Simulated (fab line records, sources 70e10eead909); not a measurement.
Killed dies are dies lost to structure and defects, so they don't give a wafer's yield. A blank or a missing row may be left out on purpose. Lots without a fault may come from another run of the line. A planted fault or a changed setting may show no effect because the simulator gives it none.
Chamber matching | flow nand_harc | NHARC_P_CONTACT_DESCUM_17 on rie_diel-07: 4 sister chambers
The step chemistry O2, time 3 s. 4 wafers are shown with their chamber, then 8 later ones without.

WAFERS WITH THEIR CHAMBER
wafer  | chamber | drypump_motor_current_A (A)
L082.3 | 0       | 5.7
L086.4 | 2       | 6.1
L088.3 | 3       | 5.9
L091.1 | 1       | 6.2

WAFERS WITHOUT THEIR CHAMBER
wafer  | drypump_motor_current_A (A)
L091.3 | 6.1
L091.4 | 5.7
L093.3 | 6.3
L093.5 | 5.8
L093.6 | 5.9
L095.2 | 5.7
L095.5 | 5.7
L095.6 | 6.3

WHICH CHAMBER EACH WENT THROUGH
wafer  | from the rows above     | in truth
L091.3 | can't be placed: 2 or 1 | 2
L091.4 | 0                       | 0
L093.3 | can't be placed: 1 or 2 | 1
L093.5 | can't be placed: 0 or 3 | 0
L093.6 | 3                       | 3
L095.2 | 0                       | 0
L095.5 | 0                       | 0
L095.6 | can't be placed: 1 or 2 | 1
Placed correctly: 4 of 8. Can't be placed from these rows: 4 (the true chamber is among the candidates in 4). Placed wrongly: 0.
How it was worked out, from the rows above alone: a wafer's distance from a chamber is the root of the sum, over the readings, of the square of ((its reading less the chamber's mean) divided by the reading's scatter). The wafer belongs to the nearest chamber; if the next one is less than 2 further off, it can't be placed. A chamber's mean is the mean of its shown wafers. The scatter: with one shown wafer a chamber, the root of the mean of the squares of how far each hidden wafer lies from its nearest shown one.
